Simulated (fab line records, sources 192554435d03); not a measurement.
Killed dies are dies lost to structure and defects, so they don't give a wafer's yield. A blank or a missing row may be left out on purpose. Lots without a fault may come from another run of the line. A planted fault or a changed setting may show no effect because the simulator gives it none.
A struck lot beside a sound one | flow n5_finfet | 19 steps out of a route of 1938
Sound: wafers L332.2, L332.4. Struck: wafer L335.4. (L335.2, L335.3 of the same lot were not struck and are left out.) The cause comes at the end.
At each step with rows: each side's tool, then ch and its chambers, then its first start. Under that, the readings that differ: sound wafers | struck wafers | difference of the means | sigmas: that difference in standard deviations of wafers without a fault.
alike: readings whose means differ by less than 2 such deviations, and words and numbers that are the same on both sides. not compared: withheld readings, readings that some wafer has no value for, bounds like >300 that may hide the same value, and numbers for which the record gives no deviation and whose values overlap.
The two part at a step that has a row with sigmas, a row that says differs or no value, or rows on one side only. Numbers that don't overlap but have no deviation are shown without sigmas and don't part them. A reading that every wafer of one side lacks parts them only if that side has two wafers or more.

N5_PASSIVATION_STRIP_14: strips in O2.
  sound on rie_diel-03 ch 2,3, day 13 09:22; struck on rie_diel-03 ch 0, day 14 05:30
  alike: drypump_motor_current_A, oes_product_au, rf_vpp_V, showerhead_plenum_p_Torr, throttle_valve_pct
  not compared: rf_hours_counter_h
N5_PASSIVATION_ETCH_15: etches SiCN in CF4/N2, target depth 75 nm, time 81.2 s.
  sound on rie_diel-03 ch 2,3; struck on rie_diel-03 ch 0
  reading                         | sound     | struck | difference | sigmas
  showerhead_plenum_p_Torr (Torr) | 2.11 2.14 | 2.28   | +0.15      | +2
  alike: drypump_motor_current_A, oes_product_au, rf_vpp_V, throttle_valve_pct
  not compared: rf_hours_counter_h
then, 3 steps without rows for these wafers: N5_PASSIVATION_STRIP_73 (strips in post etch residue remover, time 60 s); N5_PASSIVATION_SRD_17 (time 30 s, dry time 30 s); N5_PASSIVATION_DEGAS_18 (time 60 s).
N5_PASSIVATION_PRE_CLEAN_19:
  sound on pvd_sputter-02, day 13 11:10; struck on pvd_sputter-01, day 14 07:11
  alike: heater_power_w
  not compared: susceptor_temp_C
N5_PASSIVATION_SPUTTER_20: material TaN, target thk 50 nm.
  sound on pvd_sputter-02, day 13 11:13; struck on pvd_sputter-01, day 14 07:14
  alike: susceptor_temp_C, throttle_valve_pct
N5_PASSIVATION_AL_DEP_21: deposits Al, target thk 2800 nm, time 170 s.
  sound on pvd_sputter-02, day 13 11:19; struck on pvd_sputter-01, day 14 07:20
  alike: susceptor_temp_C, throttle_valve_pct
then, 4 steps without rows for these wafers: N5_PASSIVATION_HMDS_23 (time 60 s); N5_PASSIVATION_COAT_24; N5_PASSIVATION_EBR_26; N5_PASSIVATION_SOFTBAKE_25 (time 90 s).
N5_PASSIVATION_EXPOSE_27: exposes mask PAD, defocus 0 nm.
  sound on krf_scanner-01 ch 0, day 13 11:37; struck on krf_scanner-02 ch 0, day 14 07:38
  alike: mask, exposure_dose_mJ_cm2
then, 3 steps without rows for these wafers: N5_PASSIVATION_PEB_28; N5_PASSIVATION_DEVELOP_29 (develop time 60 s); N5_PASSIVATION_HARDBAKE_31 (time 120 s).
N5_PASSIVATION_CD_MEAS_30: target cd 4000 nm.
  sound on cd_sem-03 ch 0, day 13 11:47; struck on cd_sem-03 ch 0, day 14 07:48
  reading    | sound         | struck | difference | sigmas
  cd_nm (nm) | 4001.8 4002.2 | 4039.9 | +37.9      | +16
N5_PASSIVATION_OVL_MEAS_63:
  sound on overlay-01 ch 0, day 13 11:49; struck on overlay-01 ch 0, day 14 07:50
  alike: PAD_OVL
N5_PASSIVATION_PROBE_49:
  sound on prober-01, day 13 17:23; struck on prober-01, day 14 13:00
  reading                  | sound     | struck | difference | sigmas
  defect_limited_yield (%) | 89.8 89.1 | 93.4   | +4.0       | +3
  killed_at_M4_up          | 12 14     | 25     | +12        | +2
  killed_at_contacts       | 18 31     | 8      | -16        | -3
  killed_at_front_end      | 49 55     | 25     | -27        | -2
  killed_dies              | 120 129   | 78     | -46        | -3
  killed_open              | 84 88     | 47     | -39        | -3
  sort_bin_5_function (%)  | 6.4 6.0   | 4.1    | -2.1       | -2
  sort_bin_6_memory (%)    | 3.5 4.4   | 2.4    | -1.6       | -2
  sort_n_pass              | 1060 1051 | 1102   | +46        | +3
  sort_yield_pct (%)       | 89.8 89.1 | 93.4   | +4.0       | +3
  alike: killed_at_M0_to_M3, killed_at_other, killed_short, sort_bin_4_leakage

WHERE THEY PART
First at N5_PASSIVATION_ETCH_15; last, within this record, at N5_PASSIVATION_PROBE_49.

WHY: what the simulator had put in
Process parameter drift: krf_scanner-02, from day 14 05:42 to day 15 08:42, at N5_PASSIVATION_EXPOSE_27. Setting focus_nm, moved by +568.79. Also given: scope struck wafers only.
